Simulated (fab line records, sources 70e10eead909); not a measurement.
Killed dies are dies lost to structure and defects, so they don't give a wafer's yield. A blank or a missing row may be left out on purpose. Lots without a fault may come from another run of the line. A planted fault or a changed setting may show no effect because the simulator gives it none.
One fault seen from 2 desks | flow nand_harc | each desk has only its own numbers; what lay behind them comes last

THE TOOL OWNER'S DESK: rie_diel-06
The tool's own readings at NHARC_A_CONTACT_ETCH_75 (etches the open film in CF4, target depth 39 nm, time 65 s): means of the sampled wafers that have a number, for each lot that ran on this tool. A lot is out of limits, marked OUT, if its mean lies more than 4 standard deviations from the usual mean; the brackets give that distance.
Columns: A = drypump_motor_current_A at NHARC_A_CONTACT_ETCH_75, usual 5.9 A; B = oes_product_au at NHARC_A_CONTACT_ETCH_75, usual 1.003 a.u.; C = rf_fwd_power_W at NHARC_A_CONTACT_ETCH_75, usual 297.2 W; D = rf_vpp_V at NHARC_A_CONTACT_ETCH_75, usual 150.7 V; E = run_length_s at NHARC_A_CONTACT_ETCH_75, usual 86.4 s; F = showerhead_plenum_p_Torr at NHARC_A_CONTACT_ETCH_75, usual 1.72 Torr; G = throttle_valve_pct at NHARC_A_CONTACT_ETCH_75, usual 13.283 %
lot  | first seen here | A   | B     | C     | D     | E               | F    | G
L895 | day 16 15:06    | 5.7 | 1.014 | 298.3 | 151.1 | 86.7            | 1.77 | 13.281
L896 | day 17 06:34    | 5.8 | 1.007 | 297.8 | 151.1 | 86.3            | 1.75 | 13.281
L898 | day 17 13:57    | 6.1 | 1.000 | 298.1 | 150.6 | 86.3            | 1.75 | 13.282
L901 | day 18 09:51    | 5.7 | 1.006 | 297.3 | 150.2 | 86.6            | 1.75 | 13.278
L911 | day 20 23:23    | 6.0 | 1.010 | 298.0 | 150.4 | 81.6 (-9.0) OUT | 1.74 | 13.291
This desk's finding: out of limits on L911; first on L911, day 20 23:23 (run_length_s at NHARC_A_CONTACT_ETCH_75). In limits: L895, L896, L898, L901.

THE METROLOGY DESK
What the gauges read, lot by lot, whatever tool the lot ran on: means of the sampled wafers that have a number. A lot is out of limits, marked OUT, if its mean lies more than 4 standard deviations from the usual mean; the brackets give that distance.
Columns: A = cd_nm at NHARC_A_CONTACT_CD_MEAS_53, usual 189.5 nm
lot  | first seen here | A
L894 | day 15 23:33    | 190.1
L895 | day 16 09:16    | 189.8
L897 | day 16 16:04    | 190.8
L896 | day 17 01:07    | 190.2
L899 | day 17 08:19    | 190.6
L898 | day 17 10:10    | 190.2
L900 | day 17 13:32    | 189.2
L901 | day 18 06:06    | 190.6
L911 | day 20 19:38    | 190.1
L912 | day 21 05:17    | 189.9
L916 | day 21 11:44    | 188.4
L915 | day 21 15:32    | 188.5
L913 | day 21 17:48    | 188.9
This desk's finding: nothing out of limits on any of the 13 lots.

PUT TOGETHER
The tool owner's desk could have raised an alarm at day 20 23:23, on L911.
The metrology desk saw nothing out of limits.
The metrology desk has L911 on record, within its limits.
Of the lots named, all ran NHARC_A_CONTACT_ETCH_75 on rie_diel-06.

WHAT THE SIMULATOR HAD PUT IN
Process parameter drift: rie_diel-06, from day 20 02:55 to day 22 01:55, at NHARC_A_CONTACT_ETCH_75. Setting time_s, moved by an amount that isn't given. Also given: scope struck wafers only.
Lots struck among those shown: L911.
Hours from the fault's start to each desk's first reading out of limits: the tool owner's desk, 20.
